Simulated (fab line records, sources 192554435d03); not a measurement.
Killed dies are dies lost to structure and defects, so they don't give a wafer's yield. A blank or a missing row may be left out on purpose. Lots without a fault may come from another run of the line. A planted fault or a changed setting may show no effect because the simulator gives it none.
Chamber matching | flow n5_finfet | N5_BEOL_M2_ETCH_64 on rie_diel-04: 4 sister chambers
The step etches SOC in N2/H2, target depth 75 nm, overetch 22.5 nm, time 121.9 s. 8 wafers are shown with their chamber, then 9 later ones without.

WAFERS WITH THEIR CHAMBER
wafer  | chamber | oes_product_au (a.u.) | showerhead_plenum_p_Torr (Torr)
L079.3 | 0       | 0.57                  | 2.53
L080.1 | 3       | 0.55                  | 2.62
L082.1 | 1       | 0.64                  | 2.60
L082.2 | 2       | 0.53                  | 2.50
L082.6 | 2       | 0.53                  | 2.50
L085.2 | 1       | 0.63                  | 2.59
L085.3 | 0       | 0.57                  | 2.52
L085.6 | 3       | 0.54                  | 2.61

WAFERS WITHOUT THEIR CHAMBER
wafer  | oes_product_au (a.u.) | showerhead_plenum_p_Torr (Torr)
L088.1 | 0.57                  | 2.52
L088.2 | 0.63                  | 2.59
L088.5 | 0.56                  | 2.52
L087.2 | 0.56                  | 2.52
L087.4 | 0.63                  | 2.59
L087.6 | 0.57                  | 2.52
L096.1 | 0.61                  | 2.58
L096.2 | 0.53                  | 2.60
L096.3 | 0.56                  | 2.52

WHICH CHAMBER EACH WENT THROUGH
wafer  | from the rows above | in truth
L088.1 | 0                   | 0
L088.2 | 1                   | 1
L088.5 | 0                   | 0
L087.2 | 0                   | 0
L087.4 | 1                   | 1
L087.6 | 0                   | 0
L096.1 | 1                   | 1
L096.2 | 3                   | 3
L096.3 | 0                   | 0
Placed correctly: 9 of 9. Can't be placed from these rows: 0. Placed wrongly: 0.
How it was worked out, from the rows above alone: a wafer's distance from a chamber is the root of the sum, over the readings, of the square of ((its reading less the chamber's mean) divided by the reading's scatter). The wafer belongs to the nearest chamber; if the next one is less than 2 further off, it can't be placed. A chamber's mean is the mean of its shown wafers. The scatter: the root of (the sum of the squares of (reading less its chamber's mean) over the shown wafers, divided by (wafers less chambers)).
